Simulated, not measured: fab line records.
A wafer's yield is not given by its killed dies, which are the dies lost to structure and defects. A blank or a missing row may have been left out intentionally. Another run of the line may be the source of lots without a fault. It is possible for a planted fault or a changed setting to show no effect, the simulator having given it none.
Split-lot study || flow n5Finfet || on a route of 1938 steps: 7 lots, 21 wafers read

## ON THE SPLIT
At N5_BEOL_M7_ILD_DEP_00 (deposits SiCOH lowk from DEMS/porogen, target thk 179.75 nm, time 33.4 s), the setting timeS was moved away from the recipe's 33.4 s on 7 of the 21 wafers read, by +7.0% to +13.5%. This setting was run at the recipe's value on the other wafers.

## THE PATH FROM SPLIT TO READING: the file shows 1 step between them
- N5_BEOL_M7_CURE_74: cures SiCOH lowk, time 240 s

## THE READING
M7_ILD_THK (nm), taken at N5_BEOL_M7_THK_MEAS_01. Typical for fault-free wafers on this fab line: 154.7 nm, with standard deviation 2 nm.

{"wafer": "L078.1", "tool, chamber at the split": "pecvd-01, 1", "timeS as run, s": 33.4, "against the recipe": "recipe", "M7_ILD_THK, nm": 153.2, "against lot-mates on the recipe": "-"}
{"wafer": "L078.5", "tool, chamber at the split": "pecvd-01, 1", "timeS as run, s": 33.4, "against the recipe": "recipe", "M7_ILD_THK, nm": 154.6, "against lot-mates on the recipe": "-"}
{"wafer": "L078.6", "tool, chamber at the split": "pecvd-01, 0", "timeS as run, s": 33.4, "against the recipe": "recipe", "M7_ILD_THK, nm": 156.5, "against lot-mates on the recipe": "-"}
{"wafer": "L084.4", "tool, chamber at the split": "pecvd-02, 0", "timeS as run, s": 33.4, "against the recipe": "recipe", "M7_ILD_THK, nm": 157.4, "against lot-mates on the recipe": "-"}
{"wafer": "L084.5", "tool, chamber at the split": "pecvd-02, 0", "timeS as run, s": 33.4, "against the recipe": "recipe", "M7_ILD_THK, nm": 156.1, "against lot-mates on the recipe": "-"}
{"wafer": "L084.6", "tool, chamber at the split": "pecvd-02, 1", "timeS as run, s": 33.4, "against the recipe": "recipe", "M7_ILD_THK, nm": 158.5, "against lot-mates on the recipe": "-"}
{"wafer": "L085.4", "tool, chamber at the split": "pecvd-01, 1", "timeS as run, s": 37.74, "against the recipe": "+13.0%", "M7_ILD_THK, nm": 172.2, "against lot-mates on the recipe": "+17.7"}
{"wafer": "L085.5", "tool, chamber at the split": "pecvd-01, 2", "timeS as run, s": 33.4, "against the recipe": "recipe", "M7_ILD_THK, nm": 154.5, "against lot-mates on the recipe": "-"}
{"wafer": "L085.6", "tool, chamber at the split": "pecvd-01, 0", "timeS as run, s": 37.74, "against the recipe": "+13.0%", "M7_ILD_THK, nm": 174.5, "against lot-mates on the recipe": "+20.0"}
{"wafer": "L087.3", "tool, chamber at the split": "pecvd-02, 0", "timeS as run, s": 33.4, "against the recipe": "recipe", "M7_ILD_THK, nm": 155.0, "against lot-mates on the recipe": "-"}
{"wafer": "L087.5", "tool, chamber at the split": "pecvd-02, 2", "timeS as run, s": 33.4, "against the recipe": "recipe", "M7_ILD_THK, nm": 155.4, "against lot-mates on the recipe": "-"}
{"wafer": "L087.6", "tool, chamber at the split": "pecvd-02, 0", "timeS as run, s": 33.4, "against the recipe": "recipe", "M7_ILD_THK, nm": 157.3, "against lot-mates on the recipe": "-"}
{"wafer": "L089.1", "tool, chamber at the split": "pecvd-02, 1", "timeS as run, s": 33.4, "against the recipe": "recipe", "M7_ILD_THK, nm": 152.8, "against lot-mates on the recipe": "-"}
{"wafer": "L089.2", "tool, chamber at the split": "pecvd-02, 2", "timeS as run, s": 37.91, "against the recipe": "+13.5%", "M7_ILD_THK, nm": 172.4, "against lot-mates on the recipe": "+19.6"}
{"wafer": "L089.4", "tool, chamber at the split": "pecvd-02, 2", "timeS as run, s": 37.91, "against the recipe": "+13.5%", "M7_ILD_THK, nm": 174.6, "against lot-mates on the recipe": "+21.8"}
{"wafer": "L094.1", "tool, chamber at the split": "pecvd-02, 2", "timeS as run, s": 36.07, "against the recipe": "+8.0%", "M7_ILD_THK, nm": 164.3, "against lot-mates on the recipe": "+9.0"}
{"wafer": "L094.4", "tool, chamber at the split": "pecvd-02, 0", "timeS as run, s": 33.4, "against the recipe": "recipe", "M7_ILD_THK, nm": 157.5, "against lot-mates on the recipe": "-"}
{"wafer": "L094.5", "tool, chamber at the split": "pecvd-02, 2", "timeS as run, s": 33.4, "against the recipe": "recipe", "M7_ILD_THK, nm": 153.2, "against lot-mates on the recipe": "-"}
{"wafer": "L097.1", "tool, chamber at the split": "pecvd-04, 2", "timeS as run, s": 35.74, "against the recipe": "+7.0%", "M7_ILD_THK, nm": 164.3, "against lot-mates on the recipe": "+9.3"}
{"wafer": "L097.2", "tool, chamber at the split": "pecvd-04, 1", "timeS as run, s": 33.4, "against the recipe": "recipe", "M7_ILD_THK, nm": 155.0, "against lot-mates on the recipe": "-"}
{"wafer": "L097.6", "tool, chamber at the split": "pecvd-04, 0", "timeS as run, s": 35.74, "against the recipe": "+7.0%", "M7_ILD_THK, nm": 165.4, "against lot-mates on the recipe": "+10.4"}

THE FIT
A straight line over all 21 wafers: M7_ILD_THK changes by +1.34 nm for each +1% of timeS; r = +0.98; the points scatter about the line by 1.6 nm.
The same after taking each lot's own level away (the mean of its wafers on the recipe; 21 wafers): +1.46 nm for each +1%; r = +0.99; scatter 1.4 nm.
According to that fit, moving timeS by its largest amount changes the reading by 20 nm.
The lots' own levels span 152.80 to 157.33 nm, that is 2.3 times the standard deviation above.
The two slopes are in agreement: the lot-to-lot level therefore moves the slope only a little.
Check: for one of the wafers moved furthest among these (+13.5%), held out of the fit, the line's prediction against its lot-mates is +19.7 nm. Against them it came out at +19.6 nm.

## OTHER SPLITS APPLIED TO THESE WAFERS
These wafers also went through other splits before the reading. Each is held against what the fit with the lots' levels taken away leaves over:
{"other split on the same wafers": "N5_BEOL_M6_COAT_60 tempC", "wafers away from the commonest value": 10, "r with M7_ILD_THK (lot level and that fit taken away)": -0.31}

## THE WHOLE CHAIN: every reading that the file lists as answering this split, in the file's order
{"step": "N5_BEOL_M7_ILD_DEP_00", "what it does": "deposits SiCOH lowk from DEMS/porogen, target thk 179.75 nm, time 33.4 s", "reading": "SiCOH_lowk_of_BEOL_M7_ILD_DEP_00.thkNm (the simulator's own value, which no gauge read)", "change (the file's fit)": "+1.65 nm for each +1% of the setting", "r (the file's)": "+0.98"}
{"step": "N5_BEOL_M7_CURE_74", "what it does": "cures SiCOH lowk, time 240 s", "reading": "SiCOH_lowk_of_BEOL_M7_ILD_DEP_00.thkNm (the simulator's own value, which no gauge read)", "change (the file's fit)": "+1.43 nm for each +1% of the setting", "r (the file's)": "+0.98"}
{"step": "N5_BEOL_M7_THK_MEAS_01", "what it does": "", "reading": "M7_ILD_THK", "change (the file's fit)": "+1.43 for each +1% of the setting", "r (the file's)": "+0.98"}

## FILE'S OWN FIT
M7_ILD_THK changes by +1.43 nm for each +1% of timeS, r = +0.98.
